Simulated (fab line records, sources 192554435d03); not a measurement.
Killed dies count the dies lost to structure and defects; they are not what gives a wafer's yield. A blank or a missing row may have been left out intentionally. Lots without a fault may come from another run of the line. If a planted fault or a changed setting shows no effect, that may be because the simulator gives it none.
Problem report, 8D (eight disciplines) form, completed by code    flow n5 finfet    the parts of the form that need people (team, actions taken, sign-off) are left out

== 1. WHAT WENT WRONG ==
At N5_BEOL_M0_SAQP_THK_MEAS_05, thk nm averages 72.6 nm over 2 wafers from 2 lots, while fault-free wafers read 59.9 nm, standard deviation 0.73. That is +17 standard deviations from the usual mean.
First observed at day 7 09:31: wafer L684.3, on film metro-02. Wafers with a number at this step in the record: 25, from 9 lots. The rule behind "out" and "out of limits": a value lying over 4 standard deviations away from the usual mean. The rest of the wafers with a number are treated as sound.

== 2. WHAT IT IS AND WHAT IT IS NOT ==
question                     is                            is not
which readings at this step  thk nm                        -
which lots                   L684, L686                    L676, L677, L680, L693, L695, L696, L699
which wafers of those lots   L684.3, L686.1                L684.2, L686.2
read on which gauges         film metro-01, film metro-02  -
when                         from day 7 09:31              up to then (10 sound wafers); but 13 sound wafers of L686, L693, L695, L696, L699 came after

== 3. WHAT RULES OUT EACH SUSPECT ==
Counting: any tool at a process step up to the reading remains a suspect provided it ran every lot that is out. Sound lots after the first of them don't rule it out here, since some wafers of a struck lot are sound.
- the gauge at N5_BEOL_M0_SAQP_THK_MEAS_05: ruled out. The wafers that are out were read on 2 gauges (film metro-01, film metro-02).
- cvd w-02 at N5_MOL_CONTACT_COAG_CVD_140 (deposits W, target thk 66.5 nm, time 215 s): kept. It processed each lot that is out (first: L684, day 7 03:57); up to then, its last sound lot is L677 (day 5 10:14).
- pvd sputter-02 at N5_BEOL_M0_SAQP_HM_DEP_02 (deposits TiN, target thk 12 nm): kept. It processed each lot that is out (first: L684, day 7 09:11); up to then, its last sound lot is L680 (day 6 11:43).
- pecvd-04 at N5_BEOL_M0_SAQP_PECVD_04 (deposits a-Si from SiH4/He, target thk 60 nm, time 60.2 s): kept. It processed each lot that is out (first: L684, day 7 09:26); up to then, its last sound lot is L680 (day 6 11:56).
- At N5_BEOL_M0_SAQP_PECVD_04, inside pecvd-04: chamber 2 took the wafers that are out, while their sound lot-mates went through chambers 0, 1.
After the count, these remain: cvd w-02 at N5_MOL_CONTACT_COAG_CVD_140, pvd sputter-02 at N5_BEOL_M0_SAQP_HM_DEP_02 and pecvd-04 at N5_BEOL_M0_SAQP_PECVD_04.

== 4. THE CAUSE (what the simulator had put in) ==
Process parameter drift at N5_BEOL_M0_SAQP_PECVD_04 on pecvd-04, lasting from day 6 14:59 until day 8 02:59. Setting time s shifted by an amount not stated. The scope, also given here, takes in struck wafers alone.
After counting, 3 suspects remain, this tool included.

== 5. SEQUENCE OF EFFECTS, ordered by route ==
Rows list readings where the struck wafers' mean (over those with a number) sits beyond 3 standard deviations from the usual. Only readings for which the record gives a usual standard deviation are gone through. hours: the time from each lot's start at the first step in this table that gives one to its start at this step, as a median over the lots. sigmas: the change in usual standard deviations.
hours  step                             reading         usual       on struck wafers  change  sigmas
0      N5_BEOL_M0_SAQP_THK_MEAS_05      thk nm          59.9 nm     72.6              +12.7   +17
1      N5_BEOL_M0_SAQP_MANDREL_ETCH_20  oes product au  0.771 a.u.  0.863             +0.092  +7.0
Its process steps:
- N5_BEOL_M0_SAQP_MANDREL_ETCH_20: etches a-Si in HBr/Cl2, stops on SiNx, target depth 60 nm, bt time 10 s, time 30 s.
At these later measuring or inspecting steps, every struck wafer for which the step has a row has a number for every such reading, and none has moved that far: N5_BEOL_M4_RC_MEAS_101.

== 6. HOW IT WOULD HAVE BEEN CAUGHT EARLIER ==
19 hours passed between the start of the fault at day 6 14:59 and the first reading out of limits at a measuring or inspecting step in this record, taken at day 7 09:31.
An alarm limit of 4 standard deviations would not have fired on the tool readings at N5_BEOL_M0_SAQP_PECVD_04 for which the record gives a usual standard deviation, since none of them was out on any struck wafer.
Of the lots that are out (2), L686 began N5_BEOL_M0_SAQP_PECVD_04 on pecvd-04 after day 7 09:31. Putting the tool on hold at that point would have spared it.
